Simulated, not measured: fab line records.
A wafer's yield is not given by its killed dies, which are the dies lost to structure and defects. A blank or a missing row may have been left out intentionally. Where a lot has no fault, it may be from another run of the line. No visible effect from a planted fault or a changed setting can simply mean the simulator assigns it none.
Comparing a struck lot with a sound one ; flow nandHarc ; 14 out of 1159 route steps
Sound: these wafers, L486.1, L486.2, L486.3. Struck: wafer L472.1 (left out: L472.4, a lot-mate that was not struck); the cause follows at the end.
At each step with rows: each side's tool, then ch and its chambers, then its first start. Under that, the readings that differ: sound wafers ; struck wafers ; difference of the means ; sigmas: that difference in standard deviations of wafers without a fault.
alike: readings with means less than 2 such deviations apart, plus words and numbers identical on both sides. not compared: withheld readings, readings lacking a value on some wafer, bounds such as >300 that could conceal the same value, and numbers that have no deviation in the record and whose values overlap.
Wherever a step has rows on one side only, a row that says differs or no value, or a row with sigmas, the two part there. Numbers that have no deviation but don't overlap get no sigmas and don't part them. A reading that every wafer of one side lacks parts them only if that side has two wafers or more.

first, 1 step without rows for these wafers: NHARC_A_ONON_D1_DEP_03 (target thk 1000 nm).
NHARC_A_ONON_D1_THK_MEAS_05: measures by ellipsometry.
  sound on filmMetro-02 at day 12 20:07; struck on filmMetro-02 at day 9 08:00
  alike: thkNm
then, 1 step without rows for these wafers: NHARC_A_ONON_D1_DEP_06 (target thk 1000 nm).
NHARC_A_ONON_D1_THK_MEAS_08: measures by ellipsometry.
  sound on filmMetro-01 at day 12 20:41; struck on filmMetro-02 at day 9 08:34
reading;sound;struck;difference;sigmas
thkNm (nm);989 990 989;1015;+26;+3
then, 1 step without rows for these wafers: NHARC_A_ONON_D1_DEP_09 (target thk 1000 nm).
NHARC_A_ONON_D1_THK_MEAS_11: measures by ellipsometry.
  sound on filmMetro-02 at day 12 21:15; struck on filmMetro-02 at day 9 09:08
  alike: thkNm
then, 1 step without rows for these wafers: NHARC_A_ONON_D1_DEP_12 (target thk 1000 nm).
NHARC_A_ONON_D1_THK_MEAS_14: measures by ellipsometry.
  sound on filmMetro-01 at day 12 21:49; struck on filmMetro-01 at day 9 09:42
  alike: thkNm
then, 2 steps without rows for these wafers: NHARC_A_ONON_D1_ANNEAL_15 (time 3600 s); NHARC_A_ONON_D1_DEP_16 (target thk 1000 nm).
NHARC_A_ONON_D1_THK_MEAS_18: measures by ellipsometry.
  sound on filmMetro-01 at day 13 04:55; struck on filmMetro-02 at day 9 16:47
  alike: thkNm
NHARC_A_ONON_D1_DEP_19: target thk 1000 nm.
  sound on pecvdOnon-04 ch 0, day 13 04:58; struck on pecvdOnon-04 ch 0, day 9 16:50
  alike: nh3FlowSccm
NHARC_A_ONON_D1_THK_MEAS_21: measures by ellipsometry.
  sound on filmMetro-02 at day 13 05:29; struck on filmMetro-02 at day 9 17:20
reading;sound;struck;difference;sigmas
thkNm (nm);997 998 996;1509;+512;+51
then, 1 step without rows for these wafers: NHARC_A_ONON_D1_DEP_22 (target thk 1000 nm).

## WHERE THEY PART
Earliest at NHARC_A_ONON_D1_THK_MEAS_08; latest, in this record, at NHARC_A_ONON_D1_THK_MEAS_21.

WHY: the cause the simulator had injected
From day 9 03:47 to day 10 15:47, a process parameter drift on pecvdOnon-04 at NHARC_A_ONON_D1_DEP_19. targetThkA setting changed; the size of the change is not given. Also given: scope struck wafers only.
